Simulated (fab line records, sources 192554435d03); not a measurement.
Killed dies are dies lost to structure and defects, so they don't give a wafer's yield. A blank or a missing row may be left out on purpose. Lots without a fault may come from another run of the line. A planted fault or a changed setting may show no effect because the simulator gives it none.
fab line records | flow n5_finfet
record lots=6 wafers=18 last_day=17
route steps=1938 shown GATE_CUT@472 BEOL_M4@1111
lots that met no fault: from a run of the same line without faults
start_h: hours from the record's first day to the start of the lot's first wafer shown | wait_h: hours since the lot's step before | " the same as in the row above | L1.1+2: a row that stands for several wafers | - no value, or no start given | * or withheld: withheld | < > ~ a bound
route shown NAME@n: a module of which the file shows steps, and the number in the route of the first | usual: mean/standard deviation of fault-free wafers | same: alike in all rows | chamber/n: place in a boat | sites: the reading at each site | _std_site: their standard deviation | _edge_site: outer sites' mean less inner sites' | radius_mm: how far each site lies from the wafer's centre | mask NAME#n: copy n | behind: the tool/chamber that last shaped the wafer | hold: why the lot was held/for how many hours/how that ended | device: the transistor (n, p or np) that didn't switch | end of line: the same wafers' tests at the end of the route | a step without rows: its recipe alone | killed: dies lost to structure and defects at the first sort, not the wafer's yield | map: a wafer's dies, x killed, . not, _ none there
set.NAME: the setting as run; set.NAME@STEP: as run at that earlier step | model.NAME: the simulator's own value behind a step, which no gauge read
lots at some steps of the route; a table a step, a row a wafer
services: from which hour (start_h, from the record's first day; less than 0 if before it) a tool's chamber was out of use, for how many hours, and why
## steps
# step N5_GATE_CUT_SRD_32
# recipe time_s=30 temp_c=23 rinse_liquid=diw dry=ipa_marangoni
# step N5_GATE_CUT_SAC_CAP_01
# recipe material=SiNx target_thk_a=240 temp_c=400 ald_precursor_family=SiH2I2 ald_co_reactant=N2/H2-plasma pulse_time_s=1 ald_cycles=480 purge_time_s=2 co_reactant_purge_time_s=2 pressure_torr=2
# step N5_GATE_CUT_PECVD_57
# recipe material=SiNx target_thk_a=210 temp_c=400 precursor=SiH4/NH3/N2 pressure_torr=1.5 rf_w=300
# step N5_GATE_CUT_CMP_02
# recipe stop_on=SiO2 t_overpolish_s=12.7 post_cmp_clean=alkaline_brush down_force_psi=2.5 platen_rpm=51.8 pad_velocity_m_s=1.0307 target_thk_nm=0
# step N5_GATE_CUT_HM_DEP_46
# recipe material=SiO2 target_thk_a=1300 temp_c=400 precursor=TEOS/O2 pressure_torr=6.5 rf_w=900 teos_flow_sccm=161.4 gas=O2 flow_sccm=2650 time_s=26.6
# step N5_GATE_CUT_COAT_34
# recipe resist=SOC temp_c=250 time_s=60 spin_rpm=1500 resist_thk_nm=60
# step N5_GATE_CUT_COAT_35
# recipe resist=SiARC temp_c=220 time_s=60 spin_rpm=1500 resist_thk_nm=10
# step N5_GATE_CUT_COAT_27
# recipe resist=underlayer temp_c=205 time_s=60 spin_rpm=1500 resist_thk_nm=10
# step N5_GATE_CUT_COAT_07
# recipe resist=CAR-EUV spin_rpm=1500 resist_thk_nm=30
# step N5_GATE_CUT_EBR_09
# recipe solvent=PGMEA ebr_width_mm=1.5
# step N5_GATE_CUT_SOFTBAKE_08
# recipe temp_c=110 time_s=60 resist=CAR-EUV
# step N5_GATE_CUT_EXPOSE_10
# recipe mask_id=GATE_CUT na=0.33 source_shape=annular sigma_inner=0.35 sigma_outer=0.8 polarization=unpolarized target_cd_nm=20 dose_mj=43.25
# usual exposure_dose_mJ_cm2=43.22/0.054 reticle_temp_C=22.98/0.11
# columns lot.wafer tool chamber start_h wait_h mask exposure_dose_mJ_cm2 reticle_temp_C
L374.1 euv_scanner-02 0 87.43 - GATE_CUT#0 43.25 23.07
L374.2 " 0 " " GATE_CUT#0 43.21 23.18
L374.4 " 0 " " GATE_CUT#0 43.26 22.96
L377.1 euv_scanner-02 0 107.53 - GATE_CUT#0 43.16 22.80
L377.5 " 0 " " GATE_CUT#0 43.13 22.80
L377.6 " 0 " " GATE_CUT#0 43.18 22.69
L378.1 euv_scanner-02 0 110.87 - GATE_CUT#0 59.32 22.81
L378.2 " 0 " " GATE_CUT#0 59.38 23.10
L378.5 " 0 " " GATE_CUT#0 59.35 23.05
L379.2 euv_scanner-02 0 114.73 - GATE_CUT#0 56.14 22.99
L379.3 " 0 " " GATE_CUT#0 56.10 23.06
L379.5 " 0 " " GATE_CUT#0 56.10 23.04
L391.1 euv_scanner-01 0 185.14 - GATE_CUT#0 43.19 23.09
L391.2 " 0 " " GATE_CUT#0 43.18 22.96
L391.5 " 0 " " GATE_CUT#0 43.23 22.94
L394.4 euv_scanner-01 0 206.09 - GATE_CUT#0 43.25 22.92
L394.5 " 0 " " GATE_CUT#0 43.37 23.15
L394.6 " 0 " " GATE_CUT#0 43.31 22.98
# step N5_GATE_CUT_PEB_11
# recipe peb_temp_c=100 peb_time_s=60 resist=CAR-EUV
# step N5_GATE_CUT_DEVELOP_12
# recipe develop_time_s=30 developer=TMAH resist=CAR-EUV rinse_liquid=surfactant_rinse dry=air_spin dev_temp_c=23
# step N5_GATE_CUT_CD_MEAS_13
# recipe target_cd_nm=20 landing_energy_ev=500 detector=se_inlens
# usual cd_nm=19.95/0.29
# columns lot.wafer tool chamber start_h wait_h cd_nm
L374.1 cd_sem-03 0 87.56 - 20.10
L374.2 " 0 " " 19.80
L374.4 " 0 " " 20.30
L377.1 cd_sem-01 0 107.66 - 20.13
L377.5 " 0 " " 20.15
L377.6 " 0 " " 20.11
L378.1 cd_sem-01 0 111.00 - 26.01
L378.2 " 0 " " 26.65
L378.5 " 0 " " 26.08
L379.2 cd_sem-02 0 114.85 - 24.89
L379.3 " 0 " " 25.43
L379.5 " 0 " " 24.79
L391.1 cd_sem-02 0 185.27 - 19.91
L391.2 " 0 " " 20.02
L391.5 " 0 " " 20.35
L394.4 cd_sem-02 0 206.21 - 19.34
L394.5 " 0 " " 19.71
L394.6 " 0 " " 19.55
# step N5_GATE_CUT_OVL_MEAS_14
# recipe points_per_wafer=522
# usual GATE_CUT_OVL=-0.3/0.65
# same points_per_wafer=522
# columns lot.wafer tool chamber start_h wait_h GATE_CUT_OVL[nm]
L374.1 overlay-02 0 87.59 0.0 -0.5
L374.2 " 0 " " -1.8
L374.4 " 0 " " -1.6
L377.1 overlay-02 0 107.69 0.0 0.0
L377.5 " 0 " " -0.6
L377.6 " 0 " " -0.4
L378.1 overlay-01 0 111.03 0.0 0.0
L378.2 " 0 " " 0.1
L378.5 " 0 " " 0.9
L379.2 overlay-02 0 114.89 0.0 -0.6
L379.3 " 0 " " -0.1
L379.5 " 0 " " 0.1
L391.1 overlay-02 0 185.30 0.0 0.1
L391.2 " 0 " " -0.4
L391.5 " 0 " " 0.5
L394.4 overlay-02 0 206.25 0.0 -0.6
L394.5 " 0 " " -0.8
L394.6 " 0 " " -1.1
# step N5_GATE_CUT_INSPECT_15
# recipe mode=adi inspect_instrument=brightfield
# usual raw_defect_count=127/54
# columns lot.wafer tool chamber start_h wait_h raw_defect_count
L374.1 defect_inspect-02 - 87.65 0.1 55
L374.2 " - " " 84
L374.4 " - " " 68
L377.1 defect_inspect-01 - 107.75 0.1 107
L377.5 " - " " 58
L377.6 " - " " 103
L378.1 defect_inspect-01 - 111.09 0.1 107
L378.2 " - " " 140
L378.5 " - " " 106
L379.2 defect_inspect-01 - 114.94 0.0 77
L379.3 " - " " 167
L379.5 " - " " 131
L391.1 defect_inspect-02 - 185.36 0.1 82
L391.2 " - " " 177
L391.5 " - " " 66
L394.4 defect_inspect-02 - 206.29 0.0 86
L394.5 " - " " 114
L394.6 " - " " 100
# step N5_GATE_CUT_DESCUM_18
# recipe chemistry=O2 time_s=7 source_power_w=50 bias_power_w=20 pressure_mtorr=20 rf_frequency_hz=2.712e+07 temp_c=40 resist=CAR-EUV o2_flow_sccm=225
# usual drypump_motor_current_A=6.0/0.46 oes_product_au=0.75/0.055 rf_vpp_V=243.1/1.6 showerhead_plenum_p_Torr=2.08/0.086 throttle_valve_pct=20.5/0.37
# columns lot.wafer tool chamber start_h wait_h drypump_motor_current_A oes_product_au rf_hours_counter_h rf_vpp_V showerhead_plenum_p_Torr throttle_valve_pct model.GATE_CUT.cd_nm
L374.1 rie_diel-01 1 87.68 0.0 5.5 0.72 222 245.0 2.13 20.6 20
L374.2 " 2 " " 5.4 0.74 156 244.1 2.21 20.7 20
L374.4 " 3 " " 5.4 0.81 109 243.5 2.10 20.7 20.2
L377.1 rie_diel-01 3 107.78 0.0 5.4 0.80 117 243.4 2.10 20.7 20
L377.5 " 3 " " 5.4 0.80 - 243.6 2.10 20.7 20.2
L377.6 " 0 " " 5.5 0.72 - 242.8 2.08 20.7 20.2
L378.1 rie_diel-03 1 111.13 0.0 6.8 0.69 181 243.1 2.01 20.8 26.4
L378.2 " 3 " " 5.8 0.81 88 243.2 2.00 19.8 26.4
L378.5 " 0 " " 5.8 0.79 - 244.6 2.19 20.8 26.4
L379.2 rie_diel-03 1 114.97 0.0 6.8 0.69 182 242.3 2.01 20.8 25
L379.3 " 0 " " 5.8 0.78 133 244.9 2.19 20.8 25.4
L379.5 " 0 " " 5.7 0.79 - 245.0 2.19 20.8 25
L391.1 rie_diel-06 2 185.40 0.0 5.6 0.70 246 241.9 2.05 21.0 20.2
L391.2 " 1 " " 6.5 0.87 35 245.5 2.19 20.1 19.8
L391.5 " 2 " " 5.6 0.70 - 242.5 2.05 21.0 20.2
L394.4 rie_diel-03 3 206.70 0.4 5.8 0.78 121 241.8 1.99 19.9 19.8
L394.5 " 0 " " 5.8 0.74 - 244.6 2.18 20.9 20
L394.6 " 1 " " 6.8 0.68 - 240.2 2.00 20.9 19.8
# step N5_GATE_CUT_ETCH_28
# recipe chemistry=N2/H2 target=underlayer target_depth_a=130 mask_material=CAR-EUV time_s=10.4 ion_energy_ev=200 pressure_mtorr=30 source_w=840 bias_w=150 n2_flow_sccm=200 h2_flow_sccm=200 ends=cleared
# step N5_GATE_CUT_ETCH_36
# recipe chemistry=CF4 target=SiARC target_depth_a=130 mask_material=CAR-EUV time_s=21.7 ion_energy_ev=80 pressure_mtorr=40 source_w=545 bias_w=36 Ar_flow_sccm=100 cf4_flow_sccm=100 ends=cleared
# step N5_GATE_CUT_ETCH_37
# recipe chemistry=N2/H2 target=SOC target_depth_a=600 overetch_a=120 mask_material=SiARC temp_c=40 time_s=90 ion_energy_ev=200 pressure_mtorr=30 source_w=840 bias_w=150 n2_flow_sccm=200 h2_flow_sccm=200
# usual drypump_motor_current_A=6.0/0.46 oes_product_au=0.67/0.045 rf_vpp_V=523.8/3 showerhead_plenum_p_Torr=2.55/0.1 throttle_valve_pct=17.96/0.24
# columns lot.wafer tool chamber start_h wait_h drypump_motor_current_A oes_product_au rf_hours_counter_h rf_vpp_V showerhead_plenum_p_Torr throttle_valve_pct
L374.1 rie_diel-01 1 87.76 0.0 5.5 0.64 222 526.0 2.59 18.07
L374.2 " 2 " " 5.5 0.67 156 526.2 2.65 17.93
L374.4 " 3 " " 5.4 0.71 110 522.9 2.60 18.43
L377.1 rie_diel-01 3 107.86 0.0 5.4 0.70 117 523.6 2.59 18.44
L377.5 " 3 " " 5.4 0.70 - 524.0 2.59 18.45
L377.6 " 0 " " 5.5 0.65 - 524.0 2.53 18.09
L378.1 rie_diel-03 1 111.21 0.0 6.9 0.63 181 520.6 2.42 18.04
L378.2 " 3 " " 5.8 0.72 88 521.8 2.48 17.58
L378.5 " 0 " " 5.8 0.70 - 525.9 2.66 18.14
L379.2 rie_diel-03 1 115.05 0.0 6.7 0.63 182 519.5 2.42 18.03
L379.3 " 0 " " 5.8 0.70 133 527.5 2.66 18.14
L379.5 " 0 " " 5.7 0.70 - 528.5 2.66 18.14
L391.1 rie_diel-06 2 185.48 0.0 5.6 0.62 246 521.8 2.48 18.24
L391.2 " 1 " " 6.5 0.78 35 527.6 2.71 17.81
L391.5 " 2 " " 5.7 0.62 - 524.2 2.48 18.25
L394.4 rie_diel-03 3 206.78 0.0 5.8 0.69 121 520.7 2.47 17.63
L394.5 " 0 " " 5.7 0.67 - 526.3 2.64 18.20
L394.6 " 1 " " 6.8 0.62 - 520.0 2.41 18.08
# step N5_GATE_CUT_STRIP_38
# recipe chemistry=N2/H2 temp_c=40 n2_flow_sccm=200 h2_flow_sccm=200 rf_frequency_hz=6e+07
# step N5_GATE_CUT_STRIP_39
# recipe chemistry=N2/H2 temp_c=40 n2_flow_sccm=200 h2_flow_sccm=200 rf_frequency_hz=6e+07
# step N5_GATE_CUT_HM_OPEN_40
# recipe chemistry=C4F6/O2 target=SiO2 mask_material=SiARC target_depth_a=1390 time_s=85.1 ion_energy_ev=250 pressure_mtorr=30 source_w=345 bias_w=185 Ar_flow_sccm=300 C4F6_flow_sccm=10 O2_flow_sccm=10 ends=cleared
# usual drypump_motor_current_A=6.0/0.46 etch_rf_on_time_s=94.8/2.4 oes_product_au=0.67/0.048 rf_vpp_V=669/22 showerhead_plenum_p_Torr=2.85/0.1 throttle_valve_pct=21.10/0.24
# columns lot.wafer tool chamber start_h wait_h drypump_motor_current_A etch_rf_on_time_s oes_product_au rf_hours_counter_h rf_vpp_V showerhead_plenum_p_Torr throttle_valve_pct
L374.1 rie_diel-01 1 87.85 0.0 5.5 91.6 0.64 222 659 2.94 21.36
L374.2 " 2 " " 5.4 96.0 0.68 156 676 2.96 21.03
L374.4 " 3 " " 5.4 94.5 0.72 110 658 2.87 21.24
L377.1 rie_diel-01 3 107.95 0.0 5.4 91.1 0.71 117 658 2.86 21.26
L377.5 " 3 " " 5.4 93.6 0.71 - 658 2.86 21.25
L377.6 " 0 " " 5.5 94.8 0.65 - 650 2.84 21.23
L378.1 rie_diel-03 1 111.29 0.0 6.8 95.3 0.63 181 657 2.73 21.30
L378.2 " 3 " " 5.8 90.5 0.74 88 657 2.79 20.74
L378.5 " 0 " " 5.8 96.6 0.70 - 681 2.96 21.25
L379.2 rie_diel-03 1 115.14 0.0 6.8 93.6 0.63 182 656 2.73 21.29
L379.3 " 0 " " 5.8 95.7 0.69 133 680 2.96 21.25
L379.5 " 0 " " 5.8 91.8 0.70 - 680 2.96 21.24
L391.1 rie_diel-06 2 185.56 0.0 5.5 94.4 0.63 246 669 2.81 21.57
L391.2 " 1 " " 6.5 94.2 0.79 35 673 3.02 20.93
L391.5 " 2 " " 5.6 95.9 0.63 - 670 2.81 21.56
L394.4 rie_diel-03 3 206.86 0.0 5.8 93.0 0.71 121 657 2.78 20.80
L394.5 " 0 " " 5.8 93.4 0.67 - 681 2.95 21.29
L394.6 " 1 " " 6.8 94.9 0.62 - 655 2.72 21.32
# step N5_GATE_CUT_STRIP_41
# recipe chemistry=CF4 resist=SiARC power_w=300 bias_power_w=75 pressure_mtorr=50 cf4_flow_sccm=150 rf_frequency_hz=6e+07
# usual drypump_motor_current_A=6.0/0.45 oes_product_au=0.173/0.012 rf_vpp_V=271.1/1.9 showerhead_plenum_p_Torr=1.79/0.074 throttle_valve_pct=13.7/0.31
# columns lot.wafer tool chamber start_h wait_h drypump_motor_current_A oes_product_au rf_hours_counter_h rf_vpp_V showerhead_plenum_p_Torr throttle_valve_pct
L374.1 rie_diel-01 1 87.91 0.0 5.5 0.168 222 272.1 1.84 14.0
L374.2 " 2 " " 5.4 0.172 156 271.3 1.85 13.6
L374.4 " 3 " " 5.4 0.181 110 270.7 1.83 13.9
L377.1 rie_diel-01 3 108.01 0.0 5.4 0.185 117 271.0 1.83 13.9
L377.5 " 3 " " 5.4 0.178 - 271.6 1.83 14.0
L377.6 " 0 " " 5.5 0.169 - 271.7 1.80 13.9
L378.1 rie_diel-03 1 111.35 0.0 6.8 0.164 181 268.7 1.72 13.9
L378.2 " 3 " " 5.8 0.181 88 270.3 1.72 13.1
L378.5 " 0 " " 5.7 0.173 - 274.6 1.86 13.8
L379.2 rie_diel-03 1 115.20 0.0 6.8 0.164 182 268.8 1.72 13.9
L379.3 " 0 " " 5.7 0.177 133 274.3 1.86 13.8
L379.5 " 0 " " 5.7 0.185 - 273.8 1.86 13.8
L391.1 rie_diel-06 2 185.62 0.0 5.6 0.163 246 270.6 1.75 14.1
L391.2 " 1 " " 6.5 0.206 35 273.6 1.88 13.4
L391.5 " 2 " " 5.6 0.159 - 271.9 1.75 14.1
L394.4 rie_diel-03 3 206.92 0.0 5.8 0.177 121 268.8 1.71 13.2
L394.5 " 0 " " 5.7 0.169 - 272.7 1.85 13.9
L394.6 " 1 " " 6.8 0.166 - 267.9 1.71 13.9
# step N5_GATE_CUT_STRIP_42
# recipe chemistry=O2 power_w=400 temp_c=40 pressure_mtorr=30 rf_frequency_hz=6e+07 bias_power_w=0 overash_fraction=0.3 o2_flow_sccm=225
# usual drypump_motor_current_A=6.0/0.45 oes_product_au=0.75/0.055 rf_vpp_V=3.6/0.43 showerhead_plenum_p_Torr=2.09/0.086 throttle_valve_pct=16.8/0.32
# columns lot.wafer tool chamber start_h wait_h drypump_motor_current_A oes_product_au rf_hours_counter_h rf_vpp_V showerhead_plenum_p_Torr throttle_valve_pct
L374.1 rie_diel-01 1 87.93 0.0 5.5 0.71 222 3.3 2.13 16.9
L374.2 " 2 " " 5.4 0.74 156 3.8 2.21 16.9
L374.4 " 3 " " 5.4 0.81 110 3.8 2.11 16.9
L377.1 rie_diel-01 3 108.03 0.0 5.4 0.80 117 3.2 2.10 16.9
L377.5 " 3 " " 5.4 0.80 - 3.8 2.10 16.9
L377.6 " 0 " " 5.5 0.72 - 3.4 2.08 16.9
L378.1 rie_diel-03 1 111.37 0.0 6.8 0.69 181 3.7 2.01 17.0
L378.2 " 3 " " 5.8 0.81 88 2.9 2.00 16.2
L378.5 " 0 " " 5.7 0.79 - 3.9 2.20 17.0
L379.2 rie_diel-03 1 115.22 0.0 6.7 0.69 182 3.3 2.01 17.0
L379.3 " 0 " " 5.8 0.78 133 4.3 2.19 17.0
L379.5 " 0 " " 5.8 0.78 - 3.4 2.19 17.0
L391.1 rie_diel-06 2 185.64 0.0 5.6 0.69 246 4.3 2.06 17.2
L391.2 " 1 " " 6.5 0.88 35 3.6 2.20 16.4
L391.5 " 2 " " 5.6 0.70 - 4.4 2.06 17.2
L394.4 rie_diel-03 3 206.94 0.0 5.8 0.78 121 3.2 1.99 16.2
L394.5 " 0 " " 5.7 0.75 - 3.7 2.18 17.0
L394.6 " 1 " " 6.8 0.68 - 3.9 2.00 17.1
# step N5_GATE_CUT_ETCH_19
# recipe chemistry=CH3F/O2 target=SiNx mask_material=SiO2 target_depth_a=537 time_s=76.7 pressure_mtorr=30 source_w=395 bias_w=73 Ar_flow_sccm=150 CH3F_flow_sccm=30 O2_flow_sccm=20 ion_energy_ev=120 ends=cleared
# step N5_GATE_CUT_CUT_ETCH_53
# recipe chemistry=SF6/Cl2 target=W mask_material=SiO2 target_depth_a=792 pressure_mtorr=8 icp_w=900 bias_w=80 SF6_flow_sccm=40 Cl2_flow_sccm=60 ends=cleared
# step N5_GATE_CUT_CUT_ETCH_54
# recipe chemistry=Cl2/BCl3 target=TiN mask_material=SiO2 target_depth_a=967 pressure_mtorr=10 icp_w=1000 bias_w=126 Cl2_flow_sccm=53.25 bcl3_flow_sccm=21.75 Ar_flow_sccm=25 ends=cleared
# usual drypump_motor_current_A=5.7/0.53 etch_rf_on_time_s=37.2/1.2 he_backside_leak_sccm=3.43/0.23 oes_product_au=0.61/0.064 throttle_valve_pct=22.46/0.15
# columns lot.wafer tool chamber start_h wait_h drypump_motor_current_A etch_rf_on_time_s he_backside_leak_sccm oes_product_au rf_hours_counter_h throttle_valve_pct
L374.1 rie_metal-03 1 88.13 0.0 5.1 37.5 3.83 0.64 60 22.38
L374.2 " 0 " " 6.4 38.1 3.41 0.60 88 22.33
L374.4 " 0 " " 6.5 38.1 3.40 0.60 - 22.31
L377.1 rie_metal-02 1 108.23 0.0 5.9 38.0 3.54 0.52 138 22.41
L377.5 " 1 " " 5.8 37.4 3.62 0.52 - 22.39
L377.6 " 0 " " 5.1 35.5 3.39 0.58 - 22.69
L378.1 rie_metal-03 0 111.58 0.0 6.4 38.1 3.39 0.59 90 22.33
L378.2 " 1 " " 5.2 38.2 3.79 0.63 62 22.40
L378.5 " 1 " " 5.2 37.8 3.69 0.64 - 22.39
L379.2 rie_metal-02 1 115.43 0.0 5.8 38.0 3.63 0.51 139 22.40
L379.3 " 0 " " 5.1 35.4 3.22 0.58 - 22.70
L379.5 " 1 " " 5.9 37.9 3.66 0.52 - 22.41
L391.1 rie_metal-03 1 185.85 0.0 5.2 37.9 3.75 0.62 69 22.42
L391.2 " 0 " " 6.4 39.2 3.40 0.58 94 22.36
L391.5 " 0 " " 6.4 39.0 3.45 0.59 - 22.36
L394.4 rie_metal-03 1 207.17 0.0 5.2 37.4 3.47 0.63 - 22.42
L394.5 " 0 " " 6.5 38.7 3.51 0.58 - 22.35
L394.6 " 1 " " 5.2 37.3 3.55 0.62 - 22.41
# step N5_GATE_CUT_CUT_ETCH_55
# recipe chemistry=BCl3 target=HfO2 mask_material=SiO2 target_depth_a=32 ion_energy_ev=30 pressure_mtorr=5 icp_w=450 bias_w=18 bcl3_flow_sccm=80
# step N5_GATE_CUT_ETCH_47
# recipe chemistry=Cl2/BCl3 target=SiO2 target_depth_a=100 pressure_mtorr=10 icp_w=1000 bias_w=126 Cl2_flow_sccm=53.25 bcl3_flow_sccm=21.75 Ar_flow_sccm=25
# usual drypump_motor_current_A=5.7/0.53 he_backside_leak_sccm=3.4/0.32 oes_product_au=0.68/0.074 throttle_valve_pct=22.99/0.17
# columns lot.wafer tool chamber start_h wait_h drypump_motor_current_A he_backside_leak_sccm oes_product_au rf_hours_counter_h throttle_valve_pct model.GATE_CUT.cd_nm
L374.1 rie_metal-03 1 88.22 0.0 5.2 3.3 0.72 60 22.91 19.8
L374.2 " 0 " " 6.5 3.5 0.67 88 22.82 19.6
L374.4 " 0 " " 6.4 3.5 0.67 - 22.84 20.2
L377.1 rie_metal-02 1 108.32 0.0 5.9 3.8 0.58 138 22.91 20.4
L377.5 " 1 " " 5.9 3.5 0.58 - 22.90 20.4
L377.6 " 0 " " 5.1 3.3 0.64 - 23.24 20.2
L378.1 rie_metal-03 0 111.67 0.0 6.4 3.4 0.67 90 22.83 26.6
L378.2 " 1 " " 5.2 3.5 0.73 62 22.92 26.6
L378.5 " 1 " " 5.2 3.5 0.72 - 22.92 25.8
L379.2 rie_metal-02 1 115.52 0.0 5.8 3.6 0.58 139 22.91 25.4
L379.3 " 0 " " 5.1 3.3 0.63 - 23.26 25.4
L379.5 " 1 " " 5.8 3.4 0.58 - 22.90 25.6
L391.1 rie_metal-03 1 185.94 0.0 5.2 3.2 0.71 69 22.94 20.2
L391.2 " 0 " " 6.4 3.5 0.64 94 22.85 20.2
L391.5 " 0 " " 6.4 3.4 0.65 - 22.86 19.8
L394.4 rie_metal-03 1 207.25 0.0 5.2 3.5 0.70 - 22.93 19.8
L394.5 " 0 " " 6.5 3.4 0.64 - 22.86 20
L394.6 " 1 " " 5.2 3.5 0.70 - 22.93 19.2
# step N5_GATE_CUT_VAPOR_ETCH_48
# recipe chemistry=BCl3/Cl2 target=TiN mode=isotropic
# step N5_BEOL_M4_RC_MEAS_101
# usual DIBL_N=36.4/2 DIBL_P=36.1/2.5 IOFF_N=0.16/0.037 IOFF_P=0.20/0.038 ION_N=670/13 ION_P=459/8.3 SS_N=71.6/0.69 SS_P=73.3/0.72 VT_N=250/3.4 VT_P=-251/3.1
# columns lot.wafer tool chamber start_h wait_h DIBL_N[mV/V] DIBL_P[mV/V] IOFF_N[nA/um] IOFF_P[nA/um] ION_N[uA/um] ION_P[uA/um] SS_N[mV/dec] SS_P[mV/dec] VT_N[mV] VT_P[mV]
L374.1 prober-02 0 161.12 0.0 35.8 33.4 0.14 0.18 664 456 71.1 72.5 248 -250
L374.2 " 0 " " 39.3 38.6 0.22 0.26 691 473 71.1 73.5 244 -246
L374.4 " 0 " " 33.2 30.4 0.10 0.15 664 458 69.6 71.2 254 -255
L377.1 prober-01 0 179.60 0.0 37.3 38.3 0.18 0.23 678 467 72.2 73.5 248 -250
L377.5 " 0 " " 34.1 33.5 0.12 0.15 664 450 71.7 71.8 256 -255
L377.6 " 0 " " 36.7 37.6 0.17 0.21 687 472 72.4 73.6 248 -253
L391.1 prober-02 0 271.00 0.0 37.6 36.6 0.17 0.24 700 485 71.6 73.2 247 -247
L391.2 " 0 " " 39.6 39.3 0.21 0.28 679 473 72.6 73.7 247 -245
L391.5 " 0 " " 40.1 39.6 0.21 0.28 679 473 72.8 74.3 245 -245
L394.4 prober-02 0 297.95 0.5 36.6 36.7 0.17 0.24 676 463 71.5 73.4 250 -249
L394.5 " 0 " " 34.8 34.1 0.14 0.18 662 452 71.3 72.0 252 -249
L394.6 " 0 " " 35.6 34.6 0.15 0.19 668 456 71.9 72.2 253 -253
## services
# columns tool chamber start_h hours kind
euv_scanner-02 - 72.58 1.0 pm
rie_diel-01 0 90.51 8.2 repair
rie_diel-06 0 92.45 4.8 repair
euv_scanner-01 - 96.90 17.3 pm
euv_scanner-02 - 108.65 0.5 repair
euv_scanner-01 - 114.20 1.0 pm
rie_diel-01 0 116.14 1.5 repair
rie_metal-03 - 119.07 4.3 pm
rie_diel-01 2 127.11 6.6 repair
euv_scanner-02 - 128.72 1.0 pm
rie_metal-03 1 138.77 2.9 repair
rie_diel-03 2 140.26 5.8 repair
rie_metal-03 0 149.76 17.6 repair
rie_diel-06 1 154.34 5.2 repair
euv_scanner-01 - 168.97 1.0 pm
rie_diel-01 1 176.55 - clean
rie_diel-01 1 176.55 - consumable_replace:focus_ring
rie_diel-01 1 176.55 15.4 scheduled_down
rie_diel-01 1 176.55 15.4 vent_cycle
euv_scanner-02 - 184.87 1.0 pm
euv_scanner-02 - 197.64 4.6 pm
rie_diel-06 2 198.77 - clean
rie_diel-06 2 198.77 - consumable_replace:focus_ring
rie_diel-06 - 199.41 3.9 repair
## key
first_sign step=N5_GATE_CUT_EXPOSE_10 reading=exposure_dose_mJ_cm2 direction=up sigmas=99+ usual=43.22 struck=57.73
effect step=N5_GATE_CUT_CD_MEAS_13 reading=cd_nm direction=up sigmas=19 usual=19.95 struck=25.64 through=control_loop
model_effect step=N5_GATE_CUT_DESCUM_18 value=GATE_CUT.cd_nm without=20.3 struck=25.77
model_effect step=N5_GATE_CUT_ETCH_47 value=GATE_CUT.cd_nm without=20.4 struck=25.9
met_at N5_GATE_CUT_EXPOSE_10
struck_wafers L378.1,L378.2,L378.5,L379.2,L379.3,L379.5
later_rows_left_out L378.1,L378.2,L378.5,L379.2,L379.3,L379.5
sort_left_out L378.1,L378.2,L378.5,L379.2,L379.3,L379.5
tester_left_out L378,L379
loop_trim step=N5_GATE_CUT_EXPOSE_10 setting=dose lots=L379
onset_between 107.53 110.87
fault kind=process_parameter_drift tool=euv_scanner-02 chamber=- onset_h=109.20 steps=N5_GATE_CUT_EXPOSE_10 channel=dose_mj offset=16.19 shape=step acts_in=these_recipes_only stated=43.25
# tester_left_out: of these lots the tester's yield and bins aren't shown, on N5 and GAA mostly nor the transistor test; their killed dies are dies lost to structure and defects alone, not to doping, threshold or leakage, so they don't give the yield
# sort_left_out: the simulated sort isn't trusted on such a fault, so these wafers' sort isn't shown, and their yield isn't known
# later_rows_left_out: the simulator's readings of these wafers behind a module that went badly wrong aren't trusted and aren't shown, but for the sort
# loop_trim: a control loop set the setting to another value than it would have without faults
